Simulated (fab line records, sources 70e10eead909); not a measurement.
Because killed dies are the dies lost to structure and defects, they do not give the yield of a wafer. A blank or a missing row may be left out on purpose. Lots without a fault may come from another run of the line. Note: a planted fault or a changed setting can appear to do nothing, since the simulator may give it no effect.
Comparing a struck lot with a sound one ; flow nand_harc ; 15 out of 1302 route steps
Sound: these wafers, L830.2, L830.4, L830.6. Wafers L843.3, L843.4, L843.5 were the ones struck. The cause is given at the end.
Each step with rows lists, per side, the tool, then ch with its chambers, then its first start. Under that, the readings that differ: sound wafers ; struck wafers ; difference of the means ; sigmas: that difference in standard deviations of wafers without a fault.
alike: readings with means less than 2 such deviations apart, plus words and numbers identical on both sides. not compared: withheld readings, readings lacking a value on some wafer, bounds such as >300 that could conceal the same value, and numbers that have no deviation in the record and whose values overlap.
The two part at a step that has a row with sigmas, a row that says differs or no value, or rows on one side only. Non-overlapping numbers with no deviation appear without sigmas and do not part them. Lack of a reading on every wafer of one side parts them only where that side has two or more wafers.

NHARC_A_CONTACT_ETCH_138: etches the open film in C4F8/O2/Ar, time 311 s, target depth 1914 nm.
  sound on har_cap_etch-03 ch 0,1, day 23 12:25; struck on har_cap_etch-01 ch 0,1, day 28 21:35
  not compared: rf_hours_counter_h
NHARC_A_CONTACT_ETCH_139: etches the open film in C4F8/O2/Ar, time 195 s, target depth 840 nm.
  sound on har_cap_etch-03 ch 0,1, day 23 12:42; struck on har_cap_etch-01 ch 0,1, day 28 21:52
  not compared: rf_hours_counter_h
NHARC_A_CONTACT_ETCH_92: etches the open film in CH3F/O2, target depth 40 nm, time 85.7 s.
  sound on rie_diel-04 ch 1,3, day 23 13:16; struck on rie_diel-03 ch 1,2, day 28 22:20
reading;sound;struck;difference;sigmas
drypump_motor_current_A (A);6.5 6.5 6.5;5.0 5.7 5.0;-1.3;-2
  alike: mfc_ar_sccm, o2_flow_sccm, oes_product_au, rf_vpp_V, showerhead_plenum_p_Torr, throttle_valve_pct
  not compared: rf_hours_counter_h
NHARC_A_CONTACT_ETCH_98: etches the open film in C4F6/O2, target depth 20 nm, time 10 s.
  sound on rie_diel-04 ch 0,1,3; struck on rie_diel-03 ch 0,1,2
  alike: drypump_motor_current_A, mfc_ar_sccm, o2_flow_sccm, oes_product_au, rf_vpp_V, showerhead_plenum_p_Torr, throttle_valve_pct
  not compared: rf_hours_counter_h
NHARC_A_CONTACT_CD_MEAS_15:
  struck on cd_sem-01, day 28 22:35; sound on cd_sem-03, day 23 13:29
  alike: cd_nm
then, 4 steps without rows for these wafers: NHARC_A_CONTACT_STRIP_107 (strips in N2/H2); NHARC_A_CONTACT_STRIP_108 (strips in CF4/CHF3); NHARC_A_CONTACT_STRIP_109 (strips in O2/COS); NHARC_A_CONTACT_ETCH_110 (etches the open film in CF4/O2, target depth 60 nm, overetch 6 nm, time 33 s).
NHARC_A_CONTACT_STRIP_26: strips in O2.
  sound on rie_diel-04 ch 0,2,3; struck on rie_diel-04 ch 1,2
  alike: drypump_motor_current_A, mfc_ar_sccm, o2_flow_sccm, oes_product_au, rf_vpp_V, showerhead_plenum_p_Torr, throttle_valve_pct
  not compared: rf_hours_counter_h
then, 2 steps without rows for these wafers: NHARC_A_CONTACT_STRIP_27 (strips in post etch residue remover, time 600 s); NHARC_A_CONTACT_ALD_18 (deposits TiN, target thk 3 nm, pulse time 1 s, ald cycles 150).
NHARC_A_CONTACT_CVD_19: deposits W, target thk 300 nm, time 802 s.
  sound on cvd_w-01 ch 0,1, day 23 14:46; struck on cvd_w-01 ch 0,1, day 29 00:57
  alike: heater_power_w, mfc_ar_sccm, throttle_valve_pct
NHARC_A_CONTACT_CMP_20: polishes, t overpolish 30 s, target thk 300 nm.
  sound on cmp-02 ch 0,1, day 23 15:32; struck on cmp-04 ch 0,1, day 29 01:41
reading;sound;struck;difference;sigmas
time_to_endpoint_s (s);60 59 59;116 124 116;+59;+16
  alike: motor_current_A, overpolish_run_s
-- record jumps: 2 days between struck wafers' starts before vs after; left off in module A_CONTACT, resumes in module END, first step shown is number 1302 of the route --
NHARC_END_SORT_01:
  at this point the record logs the struck wafers (prober-01 ch 0, day 31 04:13) and has no rows for the sound ones

== WHERE THEY PART ==
Last at NHARC_END_SORT_01 as far as this record goes, first at NHARC_A_CONTACT_ETCH_92.

WHY: the cause the simulator had injected
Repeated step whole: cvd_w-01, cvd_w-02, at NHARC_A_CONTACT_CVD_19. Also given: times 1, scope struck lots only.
